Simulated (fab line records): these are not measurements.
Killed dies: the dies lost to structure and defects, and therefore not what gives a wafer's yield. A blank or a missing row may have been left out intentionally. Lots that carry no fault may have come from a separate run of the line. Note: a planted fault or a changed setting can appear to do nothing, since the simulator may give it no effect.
Which of the tools did it?    flow nand_harc    Sampling: 20 lots, 60 wafers, 6 of 1159 route steps

## WHAT THE GAUGES READ, wafer by wafer
The record lacks any reading of a measuring or inspecting step that a usual standard deviation could be used to judge.

## EACH LOT AND THE TOOL THAT RAN IT (in order: tool; ch and the chambers of the sampled wafers; start)
lot   NHARC_A_STAIRCASE_TRIM_12           NHARC_A_STAIRCASE_TRIM_18                      NHARC_A_STAIRCASE_TRIM_187          NHARC_A_STAIRCASE_TRIM_191      NHARC_A_STAIRCASE_TRIM_198      NHARC_A_STAIRCASE_TRIM_200
L074  rie_diel-09 ch 2,3, day 10 16:46    rie_diel-09 ch 1,2, day 10 22:20 or earlier    rie_diel-09 ch 0,1,2, day 10 22:20  rie_diel-09 ch 2,3, no start    rie_diel-07 ch 0,2, no start    rie_diel-07 ch 0,1,2, no start
L075  rie_diel-10 ch 1,2, day 11 06:13    rie_diel-10 ch 1,2,3, day 11 10:01 or earlier  rie_diel-10 ch 1,2, day 11 10:01    rie_diel-10 ch 1,2,3, no start  rie_diel-09 ch 0,1,2, no start  rie_diel-09 ch 0,1,2, no start
L078  rie_diel-07 ch 1,2, day 11 13:46    rie_diel-07 ch 0,1,3, day 11 17:40 or earlier  rie_diel-10 ch 0,3, day 11 17:40    rie_diel-10 ch 1,2,3, no start  rie_diel-07 ch 0,2,3, no start  rie_diel-07 ch 1,2, no start
L080  rie_diel-07 ch 0,1,3, day 12 09:23  rie_diel-07 ch 2,3, day 12 18:30 or earlier    rie_diel-10 ch 0,2,3, day 12 18:30  rie_diel-10 ch 0,1, no start    rie_diel-10 ch 0,1,2, no start  rie_diel-10 ch 0,1,3, no start
L081  rie_diel-10 ch 0,1,2, day 12 09:53  rie_diel-10 ch 0,2, day 12 18:01 or earlier    rie_diel-10 ch 0,3, day 12 18:01    rie_diel-10 ch 0,2,3, no start  rie_diel-07 ch 0,1,3, no start  rie_diel-07 ch 1,3, no start
L082  rie_diel-10 ch 1,2,3, day 12 17:33  rie_diel-10 ch 1,2,3, day 12 22:04 or earlier  rie_diel-09 ch 0,1,2, day 12 22:04  rie_diel-09 ch 0,2,3, no start  rie_diel-09 ch 0,1,3, no start  rie_diel-09 ch 1,2,3, no start
L084  rie_diel-09 ch 0,1, day 13 00:10    rie_diel-09 ch 0,1,2, day 13 04:37 or earlier  rie_diel-09 ch 0,3, day 13 04:37    rie_diel-09 ch 0,1,3, no start  rie_diel-07 ch 0,2,3, no start  rie_diel-07 ch 1,2, no start
L087  rie_diel-10 ch 1,2,3, day 13 20:44  rie_diel-10 ch 0,2, day 14 01:49 or earlier    rie_diel-09 ch 1,2, day 14 01:49    rie_diel-09 ch 0,1,3, no start  rie_diel-09 ch 0,1,2, no start  rie_diel-09 ch 1,2, no start
L086  rie_diel-09 ch 0,2,3, day 13 21:02  rie_diel-09 ch 0,1,3, day 14 02:48 or earlier  rie_diel-07 ch 1,2,3, day 14 02:48  rie_diel-07 ch 1,2,3, no start  rie_diel-07 ch 1,2,3, no start  rie_diel-07 ch 1,2,3, no start
L085  rie_diel-09 ch 0,1,3, day 14 21:39  rie_diel-09 ch 0,3, day 15 01:20 or earlier    rie_diel-07 ch 0,1,2, day 15 01:20  rie_diel-07 ch 0,1,2, no start  rie_diel-10 ch 1,2,3, no start  rie_diel-10 ch 0,2, no start
L088  rie_diel-07 ch 0,1,3, day 14 22:35  rie_diel-07 ch 0,2,3, day 15 03:14 or earlier  rie_diel-09 ch 0,2,3, day 15 03:14  rie_diel-09 ch 1,3, no start    rie_diel-09 ch 0,1,3, no start  rie_diel-09 ch 1,2, no start
L090  rie_diel-09 ch 1,3, day 15 02:17    rie_diel-09 ch 0,1,3, day 15 05:50 or earlier  rie_diel-10 ch 0,1,2, day 15 05:50  rie_diel-10 ch 0,1,2, no start  rie_diel-10 ch 1,2, no start    rie_diel-10 ch 1,3, no start
L091  rie_diel-07 ch 1,2, day 15 02:27    rie_diel-07 ch 0,1,3, day 15 06:07 or earlier  rie_diel-09 ch 1,2, day 15 06:07    rie_diel-09 ch 1,2, no start    rie_diel-09 ch 0,1,3, no start  rie_diel-09 ch 0,1,2, no start
L089  rie_diel-07 ch 2,3, day 15 06:07    rie_diel-07 ch 0,3, day 15 10:13 or earlier    rie_diel-10 ch 0,2,3, day 15 10:13  rie_diel-10 ch 1,2, no start    rie_diel-07 ch 0,3, no start    rie_diel-07 ch 1,2,3, no start
L092  rie_diel-10 ch 0,1, day 15 10:07    rie_diel-10 ch 0,3, day 15 14:14 or earlier    rie_diel-07 ch 0,2,3, day 15 14:14  rie_diel-07 ch 0,2,3, no start  rie_diel-09 ch 1,2,3, no start  rie_diel-09 ch 2,3, no start
L093  rie_diel-10 ch 0,2,3, day 15 10:31  rie_diel-10 ch 0,3, day 15 14:51 or earlier    rie_diel-07 ch 0,1,2, day 15 14:51  rie_diel-07 ch 0,1,3, no start  rie_diel-07 ch 1,2,3, no start  rie_diel-07 ch 1,2,3, no start
L094  rie_diel-09 ch 0,2, day 15 20:08    rie_diel-09 ch 0,2,3, day 16 02:26 or earlier  rie_diel-07 ch 1,2,3, day 16 02:26  rie_diel-07 ch 0,1,3, no start  rie_diel-07 ch 0,2,3, no start  rie_diel-07 ch 0,1,3, no start
L095  rie_diel-10 ch 1,2,3, day 16 07:40  rie_diel-10 ch 0,2,3, day 16 12:22 or earlier  rie_diel-10 ch 0,2,3, day 16 12:22  rie_diel-10 ch 1,2,3, no start  rie_diel-07 ch 0,1,2, no start  rie_diel-07 ch 0,1,3, no start
L096  rie_diel-07 ch 0,1,3, day 16 10:50  rie_diel-07 ch 0,1,3, day 16 14:42 or earlier  rie_diel-07 ch 0,1,3, day 16 14:42  rie_diel-07 ch 0,1,2, no start  rie_diel-07 ch 0,2,3, no start  rie_diel-07 ch 0,1,3, no start
L097  rie_diel-10 ch 0,1,3, day 16 14:44  rie_diel-10 ch 0,2,3, day 16 18:44 or earlier  rie_diel-10 ch 1,2, day 16 18:44    rie_diel-10 ch 1,2,3, no start  rie_diel-07 ch 0,2,3, no start  rie_diel-07 ch 1,2, no start
- NHARC_A_STAIRCASE_TRIM_12: chemistry O2, time 211.2 s.
- NHARC_A_STAIRCASE_TRIM_18: chemistry O2, time 211.2 s.
- NHARC_A_STAIRCASE_TRIM_187: chemistry O2, time 211.2 s.
- NHARC_A_STAIRCASE_TRIM_191: chemistry O2, time 211.2 s.
- NHARC_A_STAIRCASE_TRIM_198: chemistry O2, time 211.2 s.
- NHARC_A_STAIRCASE_TRIM_200: chemistry O2, time 211.2 s.

## WHAT THE TOOLS THEMSELVES READ (means of the sampled wafers that have a number; where no wafer has one, the mark that the record gives instead)
NHARC_A_STAIRCASE_TRIM_12. Usual: drypump_motor_current_A 5.6 A, standard deviation 0.41; oes_product_au 1.001 a.u., standard deviation 0.0088; rf_vpp_V 58.0 V, standard deviation 0.94; showerhead_plenum_p_Torr 3.60 Torr, standard deviation 0.13; throttle_valve_pct 17.037 %, standard deviation 0.0081.
lot   tool         drypump_motor_current_A (A)  oes_product_au (a.u.)  rf_vpp_V (V)  showerhead_plenum_p_Torr (Torr)  throttle_valve_pct (%)  flag
L074  rie_diel-09  5.7                          0.993                  58.1          3.60                             17.043                  
L075  rie_diel-10  5.5                          1.005                  58.0          3.55                             17.035                  
L078  rie_diel-07  5.4                          1.000                  58.4          3.74                             17.031                  
L080  rie_diel-07  5.9                          0.995                  57.9          3.63                             17.027                  
L081  rie_diel-10  5.5                          1.012                  58.6          3.52                             17.026                  
L082  rie_diel-10  5.5                          1.001                  58.7          3.52                             17.047                  
L084  rie_diel-09  5.3                          1.002                  58.6          3.67                             17.027                  
L087  rie_diel-10  5.5                          1.001                  57.7          3.52                             17.040                  
L086  rie_diel-09  5.7                          1.003                  58.1          3.67                             17.031                  
L085  rie_diel-09  5.2                          1.000                  57.1          3.58                             17.036                  
L088  rie_diel-07  5.9                          0.997                  57.8          3.62                             17.036                  
L090  rie_diel-09  5.3                          0.986                  58.8          3.50                             17.033                  
L091  rie_diel-07  5.5                          1.000                  58.2          3.70                             17.034                  
L089  rie_diel-07  5.6                          0.991                  57.6          3.71                             17.034                  
L092  rie_diel-10  5.4                          1.008                  58.1          3.59                             17.043                  
L093  rie_diel-10  5.5                          1.002                  57.1          3.48                             17.045                  
L094  rie_diel-09  5.7                          1.009                  58.5          3.73                             17.033                  
L095  rie_diel-10  5.5                          1.007                  58.1          3.51                             17.034                  
L096  rie_diel-07  5.9                          1.002                  58.0          3.61                             17.036                  
L097  rie_diel-10  5.4                          1.010                  57.6          3.59                             17.041                  

NHARC_A_STAIRCASE_TRIM_18. Usual: drypump_motor_current_A 5.6 A, standard deviation 0.42; oes_product_au 1.001 a.u., standard deviation 0.009; rf_vpp_V 57.9 V, standard deviation 0.82; showerhead_plenum_p_Torr 3.59 Torr, standard deviation 0.13; throttle_valve_pct 17.036 %, standard deviation 0.0098.
lot   tool         drypump_motor_current_A (A)  oes_product_au (a.u.)  rf_vpp_V (V)  showerhead_plenum_p_Torr (Torr)  throttle_valve_pct (%)  flag
L074  rie_diel-09  5.9                          1.009                  57.7          3.56                             17.031                  
L075  rie_diel-10  5.5                          1.000                  58.4          3.53                             17.041                  
L078  rie_diel-07  5.9                          0.998                  57.7          3.63                             17.029                  
L080  rie_diel-07  6.0                          0.994                  57.9          3.69                             17.032                  
L081  rie_diel-10  5.5                          1.000                  57.6          3.48                             17.031                  
L082  rie_diel-10  5.5                          1.007                  56.8          3.52                             17.037                  
L084  rie_diel-09  5.6                          0.997                  58.2          3.60                             17.038                  
L087  rie_diel-10  5.6                          0.993                  57.5          3.39                             17.035                  
L086  rie_diel-09  5.3                          0.988                  57.0          3.58                             17.038                  
L085  rie_diel-09  5.4                          0.998                  57.7          3.64                             17.042                  
L088  rie_diel-07  5.8                          0.991                  58.1          3.64                             17.030                  
L090  rie_diel-09  5.3                          1.000                  58.0          3.58                             17.035                  
L091  rie_diel-07  5.9                          0.994                  58.3          3.62                             17.038                  
L089  rie_diel-07  5.8                          0.997                  57.7          3.57                             17.035                  
L092  rie_diel-10  5.4                          1.009                  57.2          3.57                             17.037                  
L093  rie_diel-10  5.4                          1.008                  57.7          3.56                             17.039                  
L094  rie_diel-09  5.7                          0.999                  58.4          3.66                             17.039                  
L095  rie_diel-10  5.5                          1.011                  57.3          3.48                             17.038                  
L096  rie_diel-07  5.9                          1.005                  57.7          3.61                             17.044                  
L097  rie_diel-10  5.5                          1.015                  58.1          3.48                             17.036                  

NHARC_A_STAIRCASE_TRIM_187. Usual: drypump_motor_current_A 5.6 A, standard deviation 0.4; oes_product_au 1.000 a.u., standard deviation 0.0087; rf_vpp_V 57.7 V, standard deviation 0.92; showerhead_plenum_p_Torr 3.58 Torr, standard deviation 0.14; throttle_valve_pct 17.038 %, standard deviation 0.0093.
lot   tool         drypump_motor_current_A (A)  oes_product_au (a.u.)  rf_vpp_V (V)  showerhead_plenum_p_Torr (Torr)  throttle_valve_pct (%)  flag
L074  rie_diel-09  5.6                          0.996                  57.3          3.44                             17.041                  
L075  rie_diel-10  5.6                          1.008                  56.8          3.44                             17.035                  
L078  rie_diel-10  5.4                          1.003                  57.8          3.58                             17.036                  
L080  rie_diel-10  5.5                          1.003                  56.9          3.49                             17.033                  
L081  rie_diel-10  5.4                          0.996                  57.5          3.58                             17.039                  
L082  rie_diel-09  5.6                          1.007                  57.6          3.61                             17.040                  
L084  rie_diel-09  5.4                          0.997                  58.7          3.65                             17.038                  
L087  rie_diel-09  5.9                          1.002                  57.3          3.55                             17.044                  
L086  rie_diel-07  5.7                          0.992                  58.2          3.69                             17.043                  
L085  rie_diel-07  5.5                          0.996                  57.3          3.66                             17.045                  
L088  rie_diel-09  5.7                          1.001                  58.3          3.66                             17.039                  
L090  rie_diel-10  5.5                          1.004                  57.5          3.51                             17.034                  
L091  rie_diel-09  5.5                          0.992                  57.2          3.45                             17.038                  
L089  rie_diel-10  5.5                          1.002                  57.2          3.48                             17.036                  
L092  rie_diel-07  5.7                          0.991                  57.8          3.64                             17.045                  
L093  rie_diel-07  5.5                          0.997                  57.8          3.65                             17.039                  
L094  rie_diel-07  5.8                          0.988                  58.0          3.68                             17.039                  
L095  rie_diel-10  5.5                          1.014                  58.2          3.48                             17.041                  
L096  rie_diel-07  5.9                          1.000                  58.0          3.61                             17.031                  
L097  rie_diel-10  5.6                          1.001                  57.3          3.42                             17.032                  

NHARC_A_STAIRCASE_TRIM_191. Usual: drypump_motor_current_A 5.6 A, standard deviation 0.41; oes_product_au 1.001 a.u., standard deviation 0.0093; rf_vpp_V 57.8 V, standard deviation 0.85; showerhead_plenum_p_Torr 3.58 Torr, standard deviation 0.13; throttle_valve_pct 17.037 %, standard deviation 0.0087.
lot   tool         drypump_motor_current_A (A)  oes_product_au (a.u.)  rf_vpp_V (V)  showerhead_plenum_p_Torr (Torr)  throttle_valve_pct (%)  flag
L074  rie_diel-09  6.1                          0.999                  57.7          3.62                             17.044                  
L075  rie_diel-10  5.5                          1.001                  58.2          3.53                             17.042                  
L078  rie_diel-10  5.5                          1.006                  58.1          3.53                             17.041                  
L080  rie_diel-10  5.4                          1.007                  57.4          3.60                             17.044                  
L081  rie_diel-10  5.5                          1.005                  57.3          3.49                             17.039                  
L082  rie_diel-09  5.7                          1.008                  58.7          3.67                             17.039                  
L084  rie_diel-09  5.3                          0.995                  58.0          3.58                             17.038                  
L087  rie_diel-09  5.3                          0.993                  57.7          3.58                             17.039                  
L086  rie_diel-07  5.8                          0.987                  58.2          3.69                             17.040                  
L085  rie_diel-07  5.5                          0.992                  57.6          3.66                             17.034                  
L088  rie_diel-09  5.3                          0.997                  57.6          3.50                             17.038                  
L090  rie_diel-10  5.5                          1.006                  58.4          3.51                             17.042                  
L091  rie_diel-09  5.9                          0.999                  58.3          3.54                             17.036                  
L089  rie_diel-10  5.6                          1.000                  57.3          3.42                             17.039                  
L092  rie_diel-07  5.7                          0.998                  57.8          3.64                             17.036                  
L093  rie_diel-07  5.9                          1.000                  57.4          3.62                             17.032                  
L094  rie_diel-07  5.9                          1.007                  57.6          3.61                             17.041                  
L095  rie_diel-10  5.5                          1.012                  56.8          3.51                             17.028                  
L096  rie_diel-07  5.5                          0.994                  58.2          3.64                             17.037                  
L097  rie_diel-10  5.5                          0.998                  58.3          3.51                             17.029                  

NHARC_A_STAIRCASE_TRIM_198. Usual: drypump_motor_current_A 5.6 A, standard deviation 0.46; oes_product_au 0.999 a.u., standard deviation 0.0085; rf_vpp_V 57.8 V, standard deviation 0.94; showerhead_plenum_p_Torr 3.60 Torr, standard deviation 0.13; throttle_valve_pct 17.037 %, standard deviation 0.0088.
lot   tool         drypump_motor_current_A (A)  oes_product_au (a.u.)  rf_vpp_V (V)  showerhead_plenum_p_Torr (Torr)  throttle_valve_pct (%)  flag
L074  rie_diel-07  5.4                          0.998                  57.8          3.63                             17.032                  
L075  rie_diel-09  5.6                          0.998                  57.5          3.44                             17.038                  
L078  rie_diel-07  5.7                          1.002                  58.5          3.66                             17.041                  
L080  rie_diel-10  5.5                          1.009                  57.8          3.51                             17.035                  
L081  rie_diel-07  5.9                          1.002                  58.3          3.63                             17.039                  
L082  rie_diel-09  5.3                          0.992                  58.0          3.58                             17.033                  
L084  rie_diel-07  5.7                          0.990                  57.7          3.65                             17.030                  
L087  rie_diel-09  5.6                          0.997                  57.4          3.60                             17.032                  
L086  rie_diel-07  5.8                          0.995                  58.6          3.69                             17.041                  
L085  rie_diel-10  5.5                          1.007                  57.2          3.51                             17.037                  
L088  rie_diel-09  5.3                          1.009                  58.3          3.58                             17.040                  
L090  rie_diel-10  5.6                          1.007                  57.1          3.42                             17.034                  
L091  rie_diel-09  5.3                          0.998                  57.3          3.58                             17.041                  
L089  rie_diel-07  6.1                          1.004                  57.9          3.61                             17.050                  
L092  rie_diel-09  5.6                          0.995                  57.8          3.52                             17.039                  
L093  rie_diel-07  5.7                          0.993                  57.5          3.68                             17.041                  
L094  rie_diel-07  5.7                          0.995                  57.2          3.64                             17.038                  
L095  rie_diel-07  5.5                          0.996                  57.9          3.65                             17.039                  
L096  rie_diel-07  5.7                          1.000                  58.0          3.63                             17.040                  
L097  rie_diel-07  5.7                          1.000                  57.7          3.63                             17.031                  

NHARC_A_STAIRCASE_TRIM_200. Usual: drypump_motor_current_A 5.6 A, standard deviation 0.46; oes_product_au 1.000 a.u., standard deviation 0.0094; rf_vpp_V 57.9 V, standard deviation 0.81; showerhead_plenum_p_Torr 3.61 Torr, standard deviation 0.13; throttle_valve_pct 17.037 %, standard deviation 0.0095.
lot   tool         drypump_motor_current_A (A)  oes_product_au (a.u.)  rf_vpp_V (V)  showerhead_plenum_p_Torr (Torr)  throttle_valve_pct (%)  flag
L074  rie_diel-07  5.5                          1.001                  58.2          3.67                             17.026                  
L075  rie_diel-09  5.6                          0.997                  57.1          3.44                             17.045                  
L078  rie_diel-07  5.4                          1.007                  58.9          3.74                             17.037                  
L080  rie_diel-10  5.4                          1.007                  58.5          3.60                             17.041                  
L081  rie_diel-07  5.9                          0.994                  58.4          3.67                             17.037                  
L082  rie_diel-09  5.6                          1.002                  58.2          3.53                             17.034                  
L084  rie_diel-07  5.4                          0.989                  57.9          3.73                             17.037                  
L087  rie_diel-09  5.5                          1.001                  57.4          3.46                             17.042                  
L086  rie_diel-07  5.8                          0.984                  57.8          3.69                             17.042                  
L085  rie_diel-10  5.6                          1.004                  58.1          3.39                             17.041                  
L088  rie_diel-09  5.9                          0.992                  57.3          3.54                             17.041                  
L090  rie_diel-10  5.4                          1.011                  57.3          3.63                             17.036                  
L091  rie_diel-09  5.6                          1.007                  58.0          3.60                             17.044                  
L089  rie_diel-07  5.8                          0.998                  57.5          3.69                             17.044                  
L092  rie_diel-09  6.0                          0.997                  57.7          3.60                             17.042                  
L093  rie_diel-07  5.7                          0.999                  58.2          3.68                             17.044                  
L094  rie_diel-07  5.9                          0.996                  57.5          3.61                             17.047                  
L095  rie_diel-07  5.9                          1.007                  57.4          3.61                             17.042                  
L096  rie_diel-07  5.9                          0.996                  57.5          3.61                             17.034                  
L097  rie_diel-07  5.5                          1.003                  58.7          3.69                             17.033                  

## THE ANSWER, worked out from the rows above alone
Rule: take the mean of a lot's wafers that have a number; if it is more than 3 standard deviations from the usual mean, the lot is off. A lot without any number at a reading at which 4 lots or more have one is off too. Where the step has rows for the other lots, those lots are counted as sound. Order of review: gauges by route order, followed by the tools' own readings, for which a lot's mean as printed above is used. At the first step where some lot is off, the reading lying furthest off is the one used; lots without a number count as furthest.
Across all readings shown, no lot is off: no conclusion can be drawn from this.

## WHAT THE SIMULATOR HAD INSERTED
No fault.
